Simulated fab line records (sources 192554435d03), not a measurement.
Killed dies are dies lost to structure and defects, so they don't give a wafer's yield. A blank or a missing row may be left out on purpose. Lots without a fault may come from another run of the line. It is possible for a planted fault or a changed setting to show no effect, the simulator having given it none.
Comparing a struck lot with a sound one	flow n5 finfet	37 out of 1938 route steps
Sound: the wafers L987.2, L987.4, L987.5. Struck: wafer L101.5. (L101.3, L101.6 of the same lot were not struck and are left out.) The cause comes at the end.
Per side, at each step with rows, come the tool, then ch with its chambers, and then its first start. Under that, the readings that differ: sound wafers	struck wafers	difference of the means	sigmas: that difference in standard deviations of wafers without a fault.
alike: readings with means less than 2 such deviations apart, plus words and numbers identical on both sides. not compared: withheld readings, readings lacking a value on some wafer, bounds such as >300 that could conceal the same value, and numbers that have no deviation in the record and whose values overlap.
A row with sigmas, a row that says differs or no value, or rows on one side alone: a step with any of these is where the two part. Numbers that don't overlap but have no deviation are shown without sigmas and don't part them. A reading that every wafer of one side lacks parts them only if that side has two wafers or more.

first, 9 steps without rows for these wafers: N5_BEOL_M11_PEB_26 (peb time 60 s); N5_BEOL_M11_DEVELOP_27 (develop time 30 s); N5_BEOL_M11_DESCUM_33 (chemistry O2, time 7.9 s); N5_BEOL_M11_ETCH_65 (etches SiARC in CF4, target depth 39 nm, time 65 s); N5_BEOL_M11_ETCH_66 (etches SOC in N2/H2, target depth 120 nm, overetch 24 nm, time 180 s); N5_BEOL_M11_STRIP_69 (strips in N2/H2); N5_BEOL_M11_VIA_ETCH_34 (etches SiCOH lowk in C4F6/O2, target depth 184.5 nm, time 69.2 s); N5_BEOL_M11_STRIP_73 (strips in C4F6/O2); N5_BEOL_M11_STRIP_36 (strips in N2/H2).
N5_BEOL_M11_TRENCH_ETCH_37: etches SiCOH lowk in C4F6/O2, target depth 148.83 nm, time 48 s.
  sound on rie diel-02 ch 0,1,3, day 12 13:28; struck on rie diel-02 ch 0, day 15 05:26
reading	sound	struck	difference	sigmas
oes_f_703_au (a.u.)	0.84 0.79 0.76	0.59	-0.21	-3
oes_o_777_au (a.u.)	0.84 0.79 0.75	0.63	-0.16	-3
rf fwd power W (W)	342.7 342.3 339.6	260.1	-81.4	-51
rf vpp V (V)	676 677 676	777	+101	+8
model.BEOL_M11.feature depth nm (nm)	146.8 150.4 150	132	-17	
model.etch.depth nm (nm)	146.9 150.3 150	132.1	-17.0	
  alike: C4F6_flow_sccm, chamber pressure mTorr, drypump motor current A, mfc ar sccm, oes product au, showerhead plenum p Torr, throttle valve pct
  not compared: rf hours counter h
then, 2 steps without rows for these wafers: N5_BEOL_M11_ETCH_41 (etches SiCN in CH3F/O2, target depth 42.6 nm, time 86 s); N5_BEOL_M11_STRIP_77 (strips in N2/H2, time 10 s).
N5_BEOL_M11_OCD_MEAS_38:
  sound on ocd-01, day 12 13:39; struck on ocd-02, day 15 05:37
reading	sound	struck	difference	sigmas
trench depth nm (nm)	147 151 150	132	-17	-5
then, 13 steps without rows for these wafers: N5_BEOL_M11_HM_STRIP_39 (strips TiN in peroxide tin strip, target depth 25 nm, time 158 s); N5_BEOL_M11_SRD_40 (time 30 s); N5_BEOL_M11_PRECLEAN_42 (cleans in residue remover, time 60 s); N5_BEOL_M11_SRD_43 (time 30 s); N5_BEOL_M11_CURE_72 (cures SiCOH lowk, time 120 s); N5_BEOL_M11_DEGAS_44 (time 60 s); N5_BEOL_M11_PRE_CLEAN_45 (time 30 s); N5_BEOL_M11_ALD_74 (deposits TaN, target thk 2 nm, pulse time 2 s, purge time 3 s); N5_BEOL_M11_SURFACE_TREAT_76; N5_BEOL_M11_CVD_75 (deposits Co from CCTBA/H2, target thk 2 nm, time 138.9 s); N5_BEOL_M11_SPUTTER_48 (material Cu, target thk 12 nm, time 2 s); N5_BEOL_M11_ECD_50 (material Cu, target thk 318 nm); N5_BEOL_M11_ANNEAL_51 (time 90 s).
N5_BEOL_M11_CMP_52: polishes, stops on SiCOH lowk, t overpolish 7 s, target thk 140 nm.
  sound on cmp-04 ch 1,2,3, day 12 15:17; struck on cmp-03 ch 2, day 15 08:27
reading	sound	struck	difference	sigmas
model.Cu_of_BEOL_M11_ECD_50.thk nm (nm)	138.8 142 140	122.8	-17.5	
  alike: barrier field endpoint s, head pressure psi, motor current A, overpolish run s, time to endpoint s
N5_BEOL_M11_THK_MEAS_53: measures by xrf.
  sound on film metro-01, day 12 15:32; struck on film metro-02, day 15 08:40
reading	sound	struck	difference	sigmas
M11_THK (nm)	138 141 140	122	-18	-5
then, 2 steps without rows for these wafers: N5_BEOL_M11_PRE_CLEAN_55 (time 15 s); N5_BEOL_M11_DEP_56 (deposits SiCN from 3MS/NH3, target thk 30 nm, time 10.5 s).
N5_BEOL_M11_RS_MEAS_57: measurement is done with a four-point probe.
  sound on film metro-01, day 12 15:40; struck on film metro-01, day 15 08:48
reading	sound	struck	difference	sigmas
M11_RS (ohm/sq)	0.152 0.149 0.151	0.175	+0.024	+6
then, 5 steps without rows for these wafers: N5_BEOL_M12_ILD_DEP_00 (deposits SiOC from DEMS/O2, target thk 658.92 nm, time 130.7 s); N5_BEOL_M12_COAT_58 (time 60 s, resist thk 89 nm); N5_BEOL_M12_COAT_04 (resist thk 400 nm); N5_BEOL_M12_EBR_06; N5_BEOL_M12_SOFTBAKE_05 (time 60 s).
N5_BEOL_M15_RC_MEAS_101:
  sound on prober-02 ch 0, day 13 15:16; struck on prober-01 ch 0, day 16 15:02
reading	sound	struck	difference	sigmas
COMB_M11 (S/m)	9.9e-12 1.04e-11 1.29e-11	1.94e-11	+8.33e-12	+3
COMB_M9 (S/m)	1.99e-11 1.06e-11 1.02e-11	2.07e-11	+7.13e-12	+2
SERP_M11 (ohm/um)	3.05 3.04 3.07	3.56	+0.51	+5
SERP_M11_max_site (ohm/um)	3.26 3.08 3.20	3.60	+0.42	+4
SERP_M14 (ohm/um)	0.155 0.152 0.155	0.167	+0.013	+3
  alike: COMB_M10, COMB_M10_max_site, COMB_M12, COMB_M13, COMB_M14, COMB_M15, COMB_M5, COMB_M6, COMB_M7, COMB_M7_max_site, COMB_M8, SERP_M10, SERP_M12, SERP_M12_max_site, SERP_M13, SERP_M5, SERP_M6, SERP_M7, SERP_M8, SERP_M9

## WHERE THEY PART
Last at N5_BEOL_M15_RC_MEAS_101 as far as this record goes, first at N5_BEOL_M11_TRENCH_ETCH_37.

WHY: what had been put in by the simulator
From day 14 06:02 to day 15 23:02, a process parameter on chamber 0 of rie diel-02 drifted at N5_BEOL_M11_TRENCH_ETCH_37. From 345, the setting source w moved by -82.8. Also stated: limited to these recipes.
